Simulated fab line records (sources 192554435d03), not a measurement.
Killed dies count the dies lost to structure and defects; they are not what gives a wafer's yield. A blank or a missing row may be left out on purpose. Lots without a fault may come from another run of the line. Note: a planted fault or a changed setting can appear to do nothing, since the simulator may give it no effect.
Split-lot trial / flow n5_finfet / on a route of 1938 steps: 7 lots, 21 wafers read

== THE SPLIT ==
At N5_BEOL_M9_ILD_DEP_00 (deposits SiCOH lowk from DEMS/porogen, target thk 308.51 nm, time 58 s), the setting time_s was moved away from the recipe's 58 s on 10 of the 21 wafers read, by -14.1% to +13.9%. All remaining wafers had this setting at the recipe value.

== FROM THE SPLIT TO THE READING: what the file shows between them, 1 step ==
- N5_BEOL_M9_CURE_71: cures SiCOH lowk, time 240 s

== THE READING ==
At N5_BEOL_M9_THK_MEAS_01: M9_ILD_THK, given in nm. Typical for fault-free wafers on this fab line: 269 nm, with standard deviation 3.6 nm.

wafer=L075.1; tool, chamber at the split=pecvd-03, 0; time_s as run, s=58; against the recipe=recipe; M9_ILD_THK, nm=271; against lot-mates on the recipe=-
wafer=L075.3; tool, chamber at the split=pecvd-03, 1; time_s as run, s=58; against the recipe=recipe; M9_ILD_THK, nm=265; against lot-mates on the recipe=-
wafer=L075.4; tool, chamber at the split=pecvd-03, 2; time_s as run, s=58; against the recipe=recipe; M9_ILD_THK, nm=271; against lot-mates on the recipe=-
wafer=L074.1; tool, chamber at the split=pecvd-02, 1; time_s as run, s=60.24; against the recipe=+3.9%; M9_ILD_THK, nm=273; against lot-mates on the recipe=+6
wafer=L074.2; tool, chamber at the split=pecvd-02, 0; time_s as run, s=60.24; against the recipe=+3.9%; M9_ILD_THK, nm=271; against lot-mates on the recipe=+4
wafer=L074.6; tool, chamber at the split=pecvd-02, 2; time_s as run, s=58; against the recipe=recipe; M9_ILD_THK, nm=267; against lot-mates on the recipe=-
wafer=L084.1; tool, chamber at the split=pecvd-03, 1; time_s as run, s=58; against the recipe=recipe; M9_ILD_THK, nm=267; against lot-mates on the recipe=-
wafer=L084.3; tool, chamber at the split=pecvd-03, 2; time_s as run, s=63.65; against the recipe=+9.7%; M9_ILD_THK, nm=291; against lot-mates on the recipe=+24
wafer=L084.5; tool, chamber at the split=pecvd-03, 0; time_s as run, s=58; against the recipe=recipe; M9_ILD_THK, nm=266; against lot-mates on the recipe=-
wafer=L088.1; tool, chamber at the split=pecvd-04, 0; time_s as run, s=62.81; against the recipe=+8.3%; M9_ILD_THK, nm=288; against lot-mates on the recipe=+15
wafer=L088.2; tool, chamber at the split=pecvd-04, 2; time_s as run, s=58; against the recipe=recipe; M9_ILD_THK, nm=270; against lot-mates on the recipe=-
wafer=L088.5; tool, chamber at the split=pecvd-04, 1; time_s as run, s=58; against the recipe=recipe; M9_ILD_THK, nm=276; against lot-mates on the recipe=-
wafer=L089.1; tool, chamber at the split=pecvd-04, 1; time_s as run, s=58; against the recipe=recipe; M9_ILD_THK, nm=264; against lot-mates on the recipe=-
wafer=L089.2; tool, chamber at the split=pecvd-04, 0; time_s as run, s=49.81; against the recipe=-14.1%; M9_ILD_THK, nm=229; against lot-mates on the recipe=-35
wafer=L089.6; tool, chamber at the split=pecvd-04, 2; time_s as run, s=49.81; against the recipe=-14.1%; M9_ILD_THK, nm=233; against lot-mates on the recipe=-31
wafer=L091.1; tool, chamber at the split=pecvd-04, 0; time_s as run, s=58; against the recipe=recipe; M9_ILD_THK, nm=270; against lot-mates on the recipe=-
wafer=L091.4; tool, chamber at the split=pecvd-04, 1; time_s as run, s=66.06; against the recipe=+13.9%; M9_ILD_THK, nm=314; against lot-mates on the recipe=+44
wafer=L091.6; tool, chamber at the split=pecvd-04, 0; time_s as run, s=66.06; against the recipe=+13.9%; M9_ILD_THK, nm=310; against lot-mates on the recipe=+40
wafer=L095.1; tool, chamber at the split=pecvd-03, 2; time_s as run, s=63.79; against the recipe=+10.0%; M9_ILD_THK, nm=298; against lot-mates on the recipe=+24
wafer=L095.3; tool, chamber at the split=pecvd-03, 1; time_s as run, s=63.79; against the recipe=+10.0%; M9_ILD_THK, nm=297; against lot-mates on the recipe=+23
wafer=L095.5; tool, chamber at the split=pecvd-03, 1; time_s as run, s=58; against the recipe=recipe; M9_ILD_THK, nm=274; against lot-mates on the recipe=-

THE FIT
A straight line over all 21 wafers: M9_ILD_THK changes by +2.76 nm for each +1% of time_s; r = +0.98; the points scatter about the line by 4.4 nm.
The same after taking each lot's own level away (the mean of its wafers on the recipe; 21 wafers): +2.52 nm for each +1%; r = +0.98; scatter 3.7 nm.
That fit puts the effect of the largest move of time_s on the reading at 36 nm.
Measured against the standard deviation above, the lots' own levels, which go from 264.0 to 274.0 nm, span 2.8 times it.
Consequently the slope shifts little with the lot-to-lot level, the two slopes agreeing.
Check: for one of the wafers moved furthest among these (-14.1%), held out of the fit, the line's prediction against its lot-mates is -35.8 nm. It came out at -35 nm against them.

== OTHER SPLITS ON THESE WAFERS ==
Note: prior to the reading, these wafers also went through further splits. Each is held against what the fit with the lots' levels taken away leaves over:
other split on the same wafers=N5_BEOL_M8_ILD_DEP_00 temp_c; wafers away from the commonest value=11; r with M9_ILD_THK (lot level and that fit taken away)=+0.20

== THE WHOLE CHAIN: every reading that the file lists as answering this split, in the file's order ==
step=N5_BEOL_M9_ILD_DEP_00; what it does=deposits SiCOH lowk from DEMS/porogen, target thk 308.51 nm, time 58 s; reading=SiCOH_lowk_of_BEOL_M9_ILD_DEP_00.thk_nm (the simulator's own value, which no gauge read); change (the file's fit)=+2.82 nm for each +1% of the setting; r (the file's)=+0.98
step=N5_BEOL_M9_CURE_71; what it does=cures SiCOH lowk, time 240 s; reading=SiCOH_lowk_of_BEOL_M9_ILD_DEP_00.thk_nm (the simulator's own value, which no gauge read); change (the file's fit)=+2.49 nm for each +1% of the setting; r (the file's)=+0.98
step=N5_BEOL_M9_THK_MEAS_01; what it does=; reading=M9_ILD_THK; change (the file's fit)=+2.5 for each +1% of the setting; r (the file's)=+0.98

== FILE'S OWN FIT ==
M9_ILD_THK changes by +2.5 nm for each +1% of time_s, r = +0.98.
